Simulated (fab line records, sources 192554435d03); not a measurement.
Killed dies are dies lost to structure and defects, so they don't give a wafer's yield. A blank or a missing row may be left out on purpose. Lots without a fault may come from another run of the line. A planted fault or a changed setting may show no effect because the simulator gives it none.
fab line records | flow n5_finfet
record lots=7 wafers=19 last_day=17
route steps=1938 shown BEOL_M10@1475 PASSIVATION@1936
lots that met no fault: from a run of the same line without faults
start_h: hours from the record's first day to the start of the lot's first wafer shown | wait_h: hours since the lot's step before | " the same as in the row above | L1.1+2: a row that stands for several wafers | - no value, or no start given | * or withheld: withheld | < > ~ a bound
route shown NAME@n: a module of which the file shows steps, and the number in the route of the first | usual: mean/standard deviation of fault-free wafers | same: alike in all rows | chamber/n: place in a boat | sites: the reading at each site | _std_site: their standard deviation | _edge_site: outer sites' mean less inner sites' | radius_mm: how far each site lies from the wafer's centre | mask NAME#n: copy n | behind: the tool/chamber that last shaped the wafer | hold: why the lot was held/for how many hours/how that ended | device: the transistor (n, p or np) that didn't switch | end of line: the same wafers' tests at the end of the route | a step without rows: its recipe alone | killed: dies lost to structure and defects at the first sort, not the wafer's yield | map: a wafer's dies, x killed, . not, _ none there
set.NAME: the setting as run; set.NAME@STEP: as run at that earlier step | model.NAME: the simulator's own value behind a step, which no gauge read
lots at some steps of the route; a table a step, a row a wafer
services: from which hour (start_h, from the record's first day; less than 0 if before it) a tool's chamber was out of use, for how many hours, and why
## steps
# step N5_BEOL_M10_COAT_59
# recipe resist=SOC temp_c=250 time_s=60 spin_rpm=1500 resist_thk_nm=100
# step N5_BEOL_M10_COAT_60
# recipe resist=SiARC temp_c=220 time_s=60 spin_rpm=1500 resist_thk_nm=30
# step N5_BEOL_M10_COAT_05
# recipe resist=CAR-ArF spin_rpm=1500 resist_thk_nm=90
# step N5_BEOL_M10_EBR_07
# recipe solvent=PGMEA ebr_width_mm=1.5
# step N5_BEOL_M10_SOFTBAKE_06
# recipe temp_c=110 time_s=60 resist=CAR-ArF
# step N5_BEOL_M10_EXPOSE_08
# recipe mask_id=M10 na=1.35 source_shape=dipole sigma_inner=0.411 sigma_outer=0.611 polarization=te dose_mj=53.75
# step N5_BEOL_M10_PEB_09
# recipe peb_temp_c=withheld peb_time_s=60 resist=CAR-ArF
# step N5_BEOL_M10_DEVELOP_10
# recipe develop_time_s=30 developer=TMAH resist=CAR-ArF rinse_liquid=diw dry=air_spin dev_temp_c=23
# step N5_BEOL_M10_CD_MEAS_11
# recipe target_cd_nm=64.1 landing_energy_ev=500 detector=se_inlens polarity=opening
# usual cd_nm=63.7/0.77
# columns lot.wafer tool chamber start_h wait_h cd_nm
L604.1 cd_sem-01 0 228.19 - 63.9
L604.2 " 0 " " 62.8
L604.3 " 0 " " 63.4
L613.1 cd_sem-01 0 295.61 - 64.1
L613.3 " 0 " " 63.9
L613.5 " 0 " " 63.3
L614.2 cd_sem-03 0 296.63 - 63.7
L614.4 " 0 " " 64.4
L612.2 cd_sem-02 0 297.55 - 64.1
L612.5 " 0 " " 63.4
L612.6 " 0 " " 64.0
L615.2 cd_sem-02 0 312.00 - 64.4
L615.3 " 0 " " 63.6
L615.4 " 0 " " 63.9
L622.1 cd_sem-03 0 349.16 - 64.6
L622.2 " 0 " " 63.7
L622.3 " 0 " " 63.8
L624.3 cd_sem-03 0 365.04 - 64.5
L624.6 " 0 " " 64.5
# step N5_BEOL_M10_OVL_MEAS_12
# recipe points_per_wafer=44
# usual M10_OVL=-0.5/0.65
# columns lot.wafer tool chamber start_h wait_h M10_OVL[nm]
L604.1 overlay-01 0 228.22 0.0 -1.4
L604.2 " 0 " " 0.0
L604.3 " 0 " " 0.2
L613.1 overlay-02 0 295.64 0.0 0.1
L613.3 " 0 " " -0.7
L613.5 " 0 " " 0.1
L614.2 overlay-01 0 296.66 0.0 -0.6
L614.4 " 0 " " 0.1
L612.2 overlay-01 0 297.57 0.0 -0.4
L612.5 " 0 " " -0.8
L612.6 " 0 " " -1.0
L615.2 overlay-02 0 312.03 0.0 0.7
L615.3 " 0 " " -0.1
L615.4 " 0 " " -1.1
L622.1 overlay-02 0 349.19 0.0 -1.7
L622.2 " 0 " " 0.1
L622.3 " 0 " " -1.1
L624.3 overlay-01 0 365.07 0.0 -1.4
L624.6 " 0 " " -0.7
# step N5_BEOL_M10_INSPECT_13
# recipe mode=adi inspect_instrument=brightfield
# usual raw_defect_count=434/130
# columns lot.wafer tool chamber start_h wait_h raw_defect_count
L604.1 defect_inspect-02 - 228.25 0.0 750
L604.2 " - " " 965
L604.3 " - " " 852
L613.1 defect_inspect-01 - 295.67 0.0 349
L613.3 " - " " 349
L613.5 " - " " 410
L614.2 defect_inspect-02 - 296.68 0.0 527
L614.4 " - " " 395
L612.2 defect_inspect-02 - 297.60 0.0 535
L612.5 " - " " 557
L612.6 " - " " 507
L615.2 defect_inspect-01 - 312.05 0.0 287
L615.3 " - " " 394
L615.4 " - " " 353
L622.1 defect_inspect-01 - 349.21 0.0 410
L622.2 " - " " 433
L622.3 " - " " 378
L624.3 defect_inspect-01 - 365.09 0.0 482
L624.6 " - " " 368
# step N5_BEOL_M10_DESCUM_16
# recipe chemistry=O2 time_s=7.9 source_power_w=50 bias_power_w=20 pressure_mtorr=20 rf_frequency_hz=2.712e+07 temp_c=40 resist=CAR-ArF o2_flow_sccm=225
# usual drypump_motor_current_A=5.6/0.44 oes_product_au=0.82/0.082 rf_vpp_V=243.1/1.1 showerhead_plenum_p_Torr=2.10/0.051 throttle_valve_pct=20.54/0.2
# columns lot.wafer tool chamber start_h wait_h drypump_motor_current_A oes_product_au rf_hours_counter_h rf_vpp_V showerhead_plenum_p_Torr throttle_valve_pct
L604.1 rie_diel-04 2 228.35 0.1 5.5 0.87 42 242.1 2.07 20.80
L604.2 " 3 " " 6.3 0.68 250 244.0 2.16 20.64
L604.3 " 1 " " 5.3 0.83 65 242.1 2.01 20.44
L613.1 rie_diel-03 2 295.86 0.2 5.3 0.95 19 243.9 2.14 20.34
L613.3 " 3 " " 5.5 0.84 70 243.1 2.12 20.49
L613.5 " 2 " " 5.4 0.94 - 244.3 2.14 20.33
L614.2 rie_diel-04 3 296.88 0.2 6.3 0.93 16 244.0 2.16 20.31
L614.4 " 0 " " 4.8 0.79 117 243.4 2.13 20.56
L612.2 rie_diel-03 3 297.63 0.0 5.4 0.85 70 244.2 2.12 20.48
L612.5 " 1 " " 6.3 0.79 - 243.1 2.12 20.66
L612.6 " 0 " " 5.8 0.89 - 242.0 2.04 20.25
L615.2 rie_diel-03 3 312.09 0.0 5.5 0.83 76 242.2 2.12 20.49
L615.3 " 1 " " 6.4 0.78 129 244.7 2.12 20.69
L615.4 " 2 " " 5.3 0.93 24 243.1 2.14 20.36
L622.1 rie_diel-04 3 349.24 0.0 6.3 0.88 35 243.7 2.15 20.34
L622.2 " 1 " " 5.3 0.77 109 242.7 1.99 20.50
L622.3 " 0 " " 4.8 0.78 136 243.5 2.12 20.60
L624.3 rie_diel-03 0 365.13 0.0 5.8 0.85 62 242.1 2.04 20.30
L624.6 " 0 " " 5.8 0.84 - 243.0 2.04 20.27
# step N5_BEOL_M10_ETCH_61
# recipe chemistry=CF4 target=SiARC target_depth_a=390 mask_material=CAR-ArF time_s=65 ion_energy_ev=80 pressure_mtorr=40 source_w=545 bias_w=36 Ar_flow_sccm=100 cf4_flow_sccm=100 ends=cleared
# usual drypump_motor_current_A=5.6/0.44 etch_rf_on_time_s=64.8/2.3 oes_product_au=0.70/0.074 rf_vpp_V=184.1/1.1 showerhead_plenum_p_Torr=2.14/0.044 throttle_valve_pct=15.60/0.16
# columns lot.wafer tool chamber start_h wait_h drypump_motor_current_A etch_rf_on_time_s oes_product_au rf_hours_counter_h rf_vpp_V showerhead_plenum_p_Torr throttle_valve_pct
L604.1 rie_diel-04 2 228.38 0.0 5.5 63.3 0.75 42 184.2 2.07 15.55
L604.2 " 3 " " 6.3 64.7 0.59 250 183.5 2.18 15.70
L604.3 " 1 " " 5.3 63.8 0.71 65 183.3 2.09 15.77
L613.1 rie_diel-03 2 295.89 0.0 5.3 43.3 1.03 19 183.6 2.18 15.50
L613.3 " 3 " " 5.5 42.7 0.92 70 186.2 2.17 15.58
L613.5 " 2 " " 5.4 43.1 1.02 - 184.6 2.18 15.48
L614.2 rie_diel-04 3 296.91 0.0 6.3 63.4 0.80 16 184.9 2.17 15.22
L614.4 " 0 " " 4.8 63.0 0.68 117 184.4 2.15 15.54
L612.2 rie_diel-03 3 297.67 0.0 5.5 42.0 0.92 70 182.5 2.17 15.57
L612.5 " 1 " " 6.3 45.6 0.82 - 184.7 2.14 15.64
L612.6 " 0 " " 5.8 45.4 0.94 - 183.5 2.12 15.51
L615.2 rie_diel-03 3 312.13 0.0 5.5 42.1 0.91 76 183.6 2.17 15.58
L615.3 " 1 " " 6.3 45.4 0.82 129 183.9 2.14 15.65
L615.4 " 2 " " 5.4 42.4 1.02 24 183.6 2.18 15.52
L622.1 rie_diel-04 3 349.28 0.0 6.3 63.3 0.77 35 184.9 2.17 15.28
L622.2 " 1 " " 5.3 64.7 0.67 109 182.4 2.08 15.88
L622.3 " 0 " " 4.8 63.1 0.67 136 184.6 2.15 15.58
L624.3 rie_diel-03 0 365.16 0.0 5.8 66.1 0.72 62 182.4 2.11 15.55
L624.6 " 0 " " 5.8 66.0 0.72 - 183.9 2.11 15.54
# step N5_BEOL_M10_ETCH_62
# recipe chemistry=N2/H2 target=SOC target_depth_a=1100 overetch_a=220 mask_material=SiARC temp_c=40 time_s=165 ion_energy_ev=200 pressure_mtorr=30 source_w=840 bias_w=150 n2_flow_sccm=200 h2_flow_sccm=200
# usual drypump_motor_current_A=5.6/0.44 oes_product_au=0.70/0.065 rf_vpp_V=523.8/1.9 showerhead_plenum_p_Torr=2.54/0.057 throttle_valve_pct=17.87/0.24
# columns lot.wafer tool chamber start_h wait_h drypump_motor_current_A oes_product_au rf_hours_counter_h rf_vpp_V showerhead_plenum_p_Torr throttle_valve_pct
L604.1 rie_diel-04 2 228.43 0.0 5.5 0.74 42 523.4 2.50 18.00
L604.2 " 3 " " 6.3 0.59 250 525.7 2.62 18.10
L604.3 " 1 " " 5.3 0.70 65 520.6 2.50 18.18
L613.1 rie_diel-03 2 295.94 0.0 5.3 0.78 19 526.0 2.59 17.60
L613.3 " 3 " " 5.5 0.69 70 525.3 2.59 18.02
L613.5 " 2 " " 5.4 0.79 - 525.2 2.59 17.60
L614.2 rie_diel-04 3 296.96 0.0 6.2 0.78 16 526.4 2.61 17.72
L614.4 " 0 " " 4.8 0.67 117 524.1 2.52 17.50
L612.2 rie_diel-03 3 297.72 0.0 5.5 0.70 71 524.8 2.59 18.00
L612.5 " 1 " " 6.4 0.67 - 524.6 2.55 17.92
L612.6 " 0 " " 5.8 0.75 - 523.4 2.49 17.57
L615.2 rie_diel-03 3 312.18 0.0 5.5 0.70 76 525.9 2.58 18.02
L615.3 " 1 " " 6.3 0.66 129 523.3 2.55 17.94
L615.4 " 2 " " 5.3 0.78 24 525.1 2.59 17.61
L622.1 rie_diel-04 3 349.33 0.0 6.3 0.74 35 524.6 2.60 17.75
L622.2 " 1 " " 5.3 0.65 109 521.4 2.49 18.25
L622.3 " 0 " " 4.8 0.66 136 524.4 2.51 17.53
L624.3 rie_diel-03 0 365.21 0.0 5.8 0.71 62 521.7 2.48 17.60
L624.6 " 0 " " 5.8 0.72 - 521.1 2.48 17.60
# step N5_PASSIVATION_PROBE_49
# usual defect_limited_yield=91.3/1.5 killed_at_M0_to_M3=33/12 killed_at_M4_up=15/5.2 killed_at_contacts=12/5.1 killed_at_front_end=39/11 killed_at_other=5/3.6 killed_dies=103/18 killed_on_rim=14/4.3 killed_open=67/13 killed_short=33/7.8 sort_bin_5_function=5.1/0.96 sort_bin_6_memory=3.2/0.71 sort_n_pass=1077/18 sort_yield_pct=91.3/1.5
# same gross_dies=1180 killed_at_back_side=0 sort_bin_4_leakage[%]=0 sort_bin_8_speed[%]=0
# columns lot.wafer tool chamber start_h wait_h defect_limited_yield[%] killed_at_M0_to_M3 killed_at_M4_up killed_at_contacts killed_at_front_end killed_at_other killed_dies killed_on_rim killed_open killed_short sort_bin_5_function[%] sort_bin_6_memory[%] sort_n_pass sort_yield_pct[%]
L604.1 prober-02 - 278.47 0.0 91.6 34 13 6 36 10 99 15 60 37 5.5 2.5 1081 91.6
L604.2 prober-02 - 278.52 0.1 89.7 29 24 10 54 4 121 25 80 27 5.8 3.3 1059 89.7
L604.3 prober-02 - 278.57 0.1 91.0 29 9 7 54 7 106 7 67 31 5.4 2.6 1074 91.0
L612.2 prober-02 - 348.50 0.1 89.2 33 17 13 59 6 128 23 79 41 5.6 4.3 1052 89.2
L612.5 prober-02 - 348.65 0.2 91.5 26 17 11 43 3 100 9 57 28 4.3 2.5 1080 91.5
L612.6 prober-02 - 348.70 0.3 91.7 28 19 13 36 2 98 9 68 29 4.5 3.6 1082 91.7
L613.1 prober-01 - 348.58 0.0 93.2 9 30 11 29 1 80 11 50 29 3.9 2.5 1100 93.2
L613.3 prober-01 - 348.68 0.1 94.7 15 18 9 21 0 63 13 40 22 3.1 2.0 1117 94.7
L613.5 prober-01 - 348.78 0.2 96.2 7 8 6 22 2 45 4 32 13 2.2 1.6 1135 96.2
L614.2 prober-02 - 348.84 0.1 91.7 17 6 14 45 16 98 20 64 34 4.9 2.9 1082 91.7
L614.4 prober-02 - 348.94 0.2 92.2 14 12 9 49 8 92 14 62 30 4.7 2.9 1088 92.2
L615.2 prober-02 - 364.56 0.1 91.1 31 17 2 53 2 105 22 73 32 5.1 3.5 1075 91.1
L615.3 prober-02 - 364.61 0.1 90.0 40 7 8 63 0 118 13 79 36 6.3 3.3 1062 90.0
L615.4 prober-02 - 364.66 0.2 89.9 26 8 16 66 3 119 14 86 33 7.0 2.7 1061 89.9
L622.1 prober-02 - 397.45 0.0 90.8 37 18 9 39 5 108 13 71 33 5.6 3.1 1072 90.8
L622.2 prober-02 - 397.50 0.1 91.4 37 10 7 44 4 102 18 56 35 4.2 3.6 1078 91.4
L622.3 prober-02 - 397.55 0.1 93.9 18 15 5 34 0 72 12 47 23 3.5 2.4 1108 93.9
L624.3 prober-02 - 416.03 0.1 91.6 27 15 19 33 5 99 16 73 25 4.7 3.0 1081 91.6
L624.6 prober-02 - 416.18 0.3 90.9 31 12 23 35 6 107 12 72 27 4.7 3.3 1073 90.9
# killed by level:class
L604.1 STI_FIN_REVEAL:geometric_particle:open=9 BEOL_M0_SAQP:geometric_particle:open=9 BEOL_M0_SAQP:geometric_particle:short=8 FIN_SAQP:geometric_particle:open=7 BEOL_M0:geometric_particle:open=6 BEOL_M4:geometric_particle:open=5 MOL_CONTACT_COAG:geometric_particle:open=5 BEOL_M4:geometric_particle:short=5
L604.2 STI_FIN_REVEAL:geometric_particle:open=16 BEOL_M0_SAQP:geometric_particle:open=15 MOL_CONTACT_COAG:geometric_particle:open=9 HKMG_FIN:area_etch=9 BEOL_M4:geometric_particle:open=8 FIN_SAQP:geometric_particle:open=5 FIN_SAQP:geometric_particle:short=5 BEOL_M3:geometric_particle:open=5
L604.3 STI_FIN_REVEAL:geometric_particle:open=17 HKMG_FIN:area_etch=8 DUMMY_GATE:geometric_particle:open=7 BEOL_M0_SAQP:geometric_particle:open=7 FIN_SAQP:geometric_particle:open=6 FIN_SAQP:geometric_particle:short=5 MOL_CONTACT_COAG:geometric_particle:open=5 BEOL_M0_SAQP:geometric_particle:short=5
L612.2 BEOL_M1:geometric_particle:open=14 FIN_SAQP:geometric_particle:short=10 STI_FIN_REVEAL:geometric_particle:open=10 MOL_CONTACT_COAG:geometric_particle:open=10 FIN_SAQP:geometric_particle:open=8 HKMG_FIN:area_etch=8 DUMMY_GATE:geometric_particle:open=7 GATE_CUT:geometric_particle:short=6
L613.1 BEOL_M4:geometric_particle:open=18 FIN_SAQP:geometric_particle:short=9 MOL_CONTACT_COAG:geometric_particle:open=8 BEOL_M4:geometric_particle:short=5 FIN_SAQP:geometric_particle:open=4 STI_FIN_REVEAL:geometric_particle:open=4 MOL_CONTACT_COAG:geometric_particle:short=3 ILD0:geometric_particle:short=2
L612.5 HKMG_FIN:area_etch=15 BEOL_M2:geometric_particle:open=11 MOL_CONTACT_COAG:geometric_particle:open=10 BEOL_M4:geometric_particle:open=6 BEOL_M0_SAQP:geometric_particle:short=6 BEOL_M0_SAQP:geometric_particle:open=6 FIN_SAQP:geometric_particle:short=5 FIN_SAQP:geometric_particle:open=4
L613.3 BEOL_M4:geometric_particle:open=9 MOL_CONTACT_COAG:geometric_particle:open=6 BEOL_M0_SAQP:geometric_particle:short=5 FIN_SAQP:geometric_particle:open=4 STI_FIN_REVEAL:geometric_particle:open=4 BEOL_M0_SAQP:geometric_particle:open=4 ILD0:geometric_particle:open=3 MOL_CONTACT_COAG:geometric_particle:short=3
L612.6 STI_FIN_REVEAL:geometric_particle:open=12 BEOL_M3:geometric_particle:open=11 MOL_CONTACT_COAG:geometric_particle:open=7 FIN_SAQP:geometric_particle:short=6 MOL_CONTACT_COAG:geometric_particle:short=6 BEOL_M2:geometric_particle:open=6 FIN_SAQP:geometric_particle:open=5 BEOL_M4:geometric_particle:open=5
L613.5 BEOL_M4:geometric_particle:open=6 MOL_CONTACT_COAG:geometric_particle:open=5 DUMMY_GATE:geometric_particle:open=4 FIN_SAQP:geometric_particle:open=3 STI_FIN_REVEAL:geometric_particle:open=3 ILD0:geometric_particle:open=3 GATE_CUT:geometric_particle:short=3 GATE_CUT:geometric_particle:open=3
L614.2 STI_FIN_REVEAL:geometric_particle:open=14 MOL_CONTACT_COAG:geometric_particle:open=11 FIN_SAQP:geometric_particle:short=9 FIN_SAQP:geometric_particle:open=8 BEOL_M1:geometric_particle:open=6 GATE_CUT:geometric_particle:short=5 MIM_TOP:geometric_particle:open=4 BEOL_M2:geometric_particle:open=4
L614.4 FIN_SAQP:geometric_particle:open=11 STI_FIN_REVEAL:geometric_particle:open=9 FIN_SAQP:geometric_particle:short=8 MOL_CONTACT_COAG:geometric_particle:open=8 GATE_CUT:geometric_particle:short=7 BEOL_M4:geometric_particle:open=5 STARTING-WAFER:geometric_particle:open=5 BEOL_M0_SAQP:geometric_particle:open=4
L615.2 FIN_SAQP:geometric_particle:open=15 BEOL_M3:geometric_particle:open=11 FIN_SAQP:geometric_particle:short=9 STI_FIN_REVEAL:geometric_particle:open=7 DUMMY_GATE:geometric_particle:open=7 BEOL_M4:geometric_particle:open=7 BEOL_M0_SAQP:geometric_particle:short=5 STARTING-WAFER:geometric_particle:open=5
L615.3 STI_FIN_REVEAL:geometric_particle:open=21 BEOL_M0_SAQP:geometric_particle:open=17 FIN_SAQP:geometric_particle:open=15 FIN_SAQP:geometric_particle:short=10 BEOL_M0_SAQP:geometric_particle:short=10 MOL_CONTACT_COAG:geometric_particle:open=7 BEOL_M3:geometric_particle:open=5 DUMMY_GATE:geometric_particle:open=3
L615.4 STI_FIN_REVEAL:geometric_particle:open=27 MOL_CONTACT_COAG:geometric_particle:open=13 FIN_SAQP:geometric_particle:open=12 FIN_SAQP:geometric_particle:short=8 BEOL_M3:geometric_particle:open=8 BEOL_M0_SAQP:geometric_particle:short=5 STI_FIN_REVEAL:geometric_particle:short=4 BEOL_M3:geometric_particle:short=4
L622.1 BEOL_M2:geometric_particle:open=12 FIN_SAQP:geometric_particle:open=10 BEOL_M0_SAQP:geometric_particle:short=9 MOL_CONTACT_COAG:geometric_particle:open=8 FIN_SAQP:geometric_particle:short=7 BEOL_M0_SAQP:geometric_particle:open=7 STI_FIN_REVEAL:geometric_particle:open=6 DUMMY_GATE:geometric_particle:open=4
L622.2 BEOL_M0_SAQP:geometric_particle:open=12 FIN_SAQP:geometric_particle:short=10 BEOL_M0_SAQP:geometric_particle:short=8 GATE_CUT:geometric_particle:short=7 MOL_CONTACT_COAG:geometric_particle:open=7 HKMG_FIN:area_etch=7 BEOL_M2:geometric_particle:open=6 FIN_SAQP:geometric_particle:open=5
L622.3 DUMMY_GATE:geometric_particle:open=13 BEOL_M4:geometric_particle:open=7 STI_FIN_REVEAL:geometric_particle:open=7 BEOL_M0_SAQP:geometric_particle:short=4 BEOL_M2:geometric_particle:open=4 FIN_SAQP:geometric_particle:short=3 MOL_CONTACT_COAG:geometric_particle:open=3 BEOL_M3:geometric_particle:open=3
L624.3 MOL_CONTACT_COAG:geometric_particle:open=15 BEOL_M3:geometric_particle:open=14 FIN_SAQP:geometric_particle:open=9 STI_FIN_REVEAL:geometric_particle:open=7 BEOL_M0_SAQP:geometric_particle:open=7 BEOL_M4:geometric_particle:open=7 FIN_SAQP:geometric_particle:short=6 MOL_CONTACT_COAG:geometric_particle:short=4
L624.6 MOL_CONTACT_COAG:geometric_particle:open=21 FIN_SAQP:geometric_particle:open=9 BEOL_M0_SAQP:geometric_particle:short=9 HKMG_FIN:area_etch=8 BEOL_M2:geometric_particle:open=7 BEOL_M3:geometric_particle:open=6 BEOL_M0_SAQP:geometric_particle:open=5 STI_FIN_REVEAL:geometric_particle:open=3
## services
# columns tool chamber start_h hours kind
rie_diel-04 2 205.62 6.8 repair
rie_diel-03 2 222.26 - clean
rie_diel-03 2 222.26 - consumable_replace:focus_ring
rie_diel-03 2 222.26 19.4 scheduled_down
rie_diel-03 2 222.26 19.4 vent_cycle
rie_diel-04 3 229.79 - clean
rie_diel-04 3 229.79 - consumable_replace:focus_ring
rie_diel-04 3 229.79 18.8 scheduled_down
rie_diel-04 3 229.79 18.8 vent_cycle
rie_diel-04 2 277.62 3.7 repair
rie_diel-03 3 328.53 19.9 repair
## key
first_sign step=N5_BEOL_M10_ETCH_61 reading=etch_rf_on_time_s direction=down sigmas=9.2 usual=* struck=*
effect step=N5_BEOL_M10_ETCH_61 reading=oes_product_au direction=up sigmas=3.1 usual=0.70 struck=0.93
met_at N5_BEOL_M10_ETCH_61
struck_wafers L612.2,L612.5,L612.6,L613.1,L613.3,L613.5,L615.2,L615.3,L615.4
baseline_loss step=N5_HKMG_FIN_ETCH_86 wafers=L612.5
fault kind=process_parameter_drift tool=rie_diel-03 chamber=- onset_h=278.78 steps=N5_BEOL_M10_ETCH_61 channel=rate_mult offset=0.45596 shape=step end_h=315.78
# baseline_loss: these wafers lose ten dies or more at that step, a loss of the line's own and not of a fault; the sort's usual values leave them out
